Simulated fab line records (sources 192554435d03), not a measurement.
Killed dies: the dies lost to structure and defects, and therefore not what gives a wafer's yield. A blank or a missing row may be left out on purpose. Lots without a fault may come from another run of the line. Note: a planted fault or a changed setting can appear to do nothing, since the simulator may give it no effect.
Matching of chambers -- flow n5_finfet -- rie_diel-05 running N5_BEOL_M1_ETCH_63: 4 sister chambers
The step etches SiARC in CF4, target depth 15.6 nm, time 26 s. 4 wafers are shown with their chamber, then 12 later ones without.

== WAFERS WITH THEIR CHAMBER ==
wafer,chamber,drypump_motor_current_A (A)
L075.5,2,5.9
L087.3,3,5.8
L089.5,0,5.0
L089.6,1,5.9

== WAFERS WITHOUT THEIR CHAMBER ==
wafer,drypump_motor_current_A (A)
L092.1,5.9
L092.2,5.0
L092.3,5.9
L092.4,5.8
L092.5,5.0
L092.6,5.8
L093.1,5.0
L093.2,5.8
L093.3,5.8
L095.1,5.0
L095.2,6.0
L095.3,5.8

== THE CHAMBER EACH PASSED THROUGH ==
wafer,from the rows above,in truth
L092.1,can't be placed: 1 or 2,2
L092.2,0,0
L092.3,can't be placed: 1 or 2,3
L092.4,3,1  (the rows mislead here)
L092.5,0,0
L092.6,3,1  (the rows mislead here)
L093.1,0,0
L093.2,3,3
L093.3,3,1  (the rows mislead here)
L095.1,0,0
L095.2,can't be placed: 1 or 2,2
L095.3,3,3
Placed correctly: 6 of 12. Cannot be placed on the basis of these rows: 3; the candidates contain the true chamber in 2. 3 placed wrongly.
How it was worked out, from the rows above alone: a wafer's distance from a chamber is the root of the sum, over the readings, of the square of ((its reading less the chamber's mean) divided by the reading's scatter). The wafer belongs to the nearest chamber; if the next one is less than 2 further off, it can't be placed. A chamber's mean is the mean of its shown wafers. The scatter (one wafer shown for each chamber): square how far every hidden wafer sits from the nearest shown wafer, average those squares and take the square root.
